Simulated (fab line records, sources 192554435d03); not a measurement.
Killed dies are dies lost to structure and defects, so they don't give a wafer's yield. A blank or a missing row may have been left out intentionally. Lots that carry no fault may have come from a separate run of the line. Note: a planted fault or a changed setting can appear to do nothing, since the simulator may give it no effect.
Matching of chambers    flow n5_finfet    pecvd-02 running N5_FIN_SAQP_PECVD_06: 3 sister chambers
The step deposits a-Si from SiH4/He, target thk 60 nm, time 48.1 s. 18 wafers are shown with their chamber, then 9 later ones without.

== WAFERS WITH THEIR CHAMBER ==
wafer   chamber  showerhead_vpp_V (V)  showerhead_plenum_p_Torr (Torr)  throttle_valve_pct (%)
L074.2  2        523                   5.66                             18.0
L074.4  0        623                   5.70                             18.8
L074.5  1        585                   5.63                             18.0
L076.1  1        581                   5.63                             18.0
L076.2  0        614                   5.71                             19.1
L076.3  0        626                   5.70                             19.1
L083.1  1        595                   5.63                             18.0
L083.3  1        596                   5.63                             17.7
L083.6  1        585                   5.62                             18.0
L084.1  2        516                   5.66                             17.1
L084.5  1        600                   5.64                             18.0
L084.6  2        520                   5.66                             17.1
L087.2  0        620                   5.70                             19.2
L087.5  1        602                   5.63                             18.4
L087.6  2        522                   5.66                             17.3
L089.1  2        525                   5.64                             16.8
L089.3  1        594                   5.63                             17.8
L089.5  1        610                   5.63                             17.9

SIGNATURES (averages over the wafers above)
reading                   chamber 0  chamber 1  chamber 2  scatter within a chamber
showerhead_vpp_V          620.75     594.22     521.20     7.38
showerhead_plenum_p_Torr  5.7025     5.6300     5.6560     0.0063
throttle_valve_pct        19.050     17.978     17.260     0.283
Rule: for each reading, subtract the chamber's mean from the wafer's reading, divide by that reading's scatter and square the result; add these up over the readings and take the root, which gives the wafer's distance from the chamber. The wafer belongs to the nearest chamber; if the next one is less than 2 further off, it can't be placed. The scatter: the root of (the sum of the squares of (reading less its chamber's mean) over the shown wafers, divided by (wafers less chambers)).

== WAFERS WITH NO CHAMBER GIVEN ==
wafer   showerhead_vpp_V (V)  showerhead_plenum_p_Torr (Torr)  throttle_valve_pct (%)
L090.3  524                   5.65                             17.1
L090.4  623                   5.69                             19.3
L090.6  524                   5.66                             17.2
L093.1  518                   5.66                             17.3
L093.3  596                   5.63                             18.0
L093.4  626                   5.70                             19.2
L097.2  519                   5.65                             17.1
L097.3  627                   5.70                             19.5
L097.6  628                   5.70                             19.3

== WHICH CHAMBER EACH WENT THROUGH ==
wafer   from the rows above  in truth
L090.3  2                    2
L090.4  0                    0
L090.6  2                    2
L093.1  2                    2
L093.3  1                    1
L093.4  0                    0
L097.2  2                    2
L097.3  0                    0
L097.6  0                    0
Correctly placed: 9 of 9. Can't be placed from these rows: 0. 0 placed wrongly.
